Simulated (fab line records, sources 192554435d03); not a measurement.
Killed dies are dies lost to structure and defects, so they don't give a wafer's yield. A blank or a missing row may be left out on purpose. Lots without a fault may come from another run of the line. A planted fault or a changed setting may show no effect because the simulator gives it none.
Chamber matching | flow n5_finfet | N5_BEOL_M13_DESCUM_15 on rie_diel-05: 4 sister chambers
The step chemistry O2, time 7.9 s. 14 wafers are shown with their chamber, then 7 later ones without.

WAFERS WITH THEIR CHAMBER
wafer  | chamber | drypump_motor_current_A (A) | showerhead_plenum_p_Torr (Torr) | throttle_valve_pct (%)
L074.1 | 1       | 5.8                         | 2.14                            | 20.59
L074.2 | 2       | 5.1                         | 2.21                            | 20.36
L074.4 | 3       | 5.2                         | 2.13                            | 20.41
L079.1 | 2       | 5.1                         | 2.21                            | 20.37
L079.2 | 0       | 6.0                         | 2.11                            | 20.31
L079.6 | 2       | 5.1                         | 2.21                            | 20.38
L084.2 | 1       | 5.8                         | 2.13                            | 20.62
L084.4 | 0       | 6.1                         | 2.10                            | 20.32
L084.5 | 3       | 5.1                         | 2.13                            | 20.43
L085.1 | 0       | 6.0                         | 2.10                            | 20.33
L085.3 | 3       | 5.2                         | 2.13                            | 20.45
L085.5 | 1       | 5.8                         | 2.13                            | 20.63
L088.1 | 1       | 5.8                         | 2.13                            | 20.63
L088.3 | 3       | 5.2                         | 2.12                            | 20.47

SIGNATURES (means of the wafers above)
reading                  | chamber 0 | chamber 1 | chamber 2 | chamber 3 | scatter within a chamber
drypump_motor_current_A  | 6.033     | 5.800     | 5.100     | 5.175     | 0.0376
showerhead_plenum_p_Torr | 2.1033    | 2.1325    | 2.2100    | 2.1275    | 0.00465
throttle_valve_pct       | 20.3200   | 20.6175   | 20.3700   | 20.4400   | 0.0186
Rule: a wafer's distance from a chamber is the root of the sum, over the readings, of the square of ((its reading less the chamber's mean) divided by the reading's scatter). The wafer belongs to the nearest chamber; if the next one is less than 2 further off, it can't be placed. The scatter: the root of (the sum of the squares of (reading less its chamber's mean) over the shown wafers, divided by (wafers less chambers)).

WAFERS WITHOUT THEIR CHAMBER
wafer  | drypump_motor_current_A (A) | showerhead_plenum_p_Torr (Torr) | throttle_valve_pct (%)
L088.6 | 5.1                         | 2.20                            | 20.40
L092.2 | 5.1                         | 2.20                            | 20.40
L092.4 | 5.9                         | 2.13                            | 20.62
L092.5 | 5.1                         | 2.20                            | 20.40
L096.2 | 6.1                         | 2.09                            | 20.37
L096.4 | 5.2                         | 2.12                            | 20.49
L096.6 | 5.2                         | 2.12                            | 20.49

WHICH CHAMBER EACH WENT THROUGH
wafer  | from the rows above | in truth
L088.6 | 2                   | 2
L092.2 | 2                   | 2
L092.4 | 1                   | 1
L092.5 | 2                   | 2
L096.2 | 0                   | 0
L096.4 | 3                   | 3
L096.6 | 3                   | 3
Placed correctly: 7 of 7. Can't be placed from these rows: 0. Placed wrongly: 0.
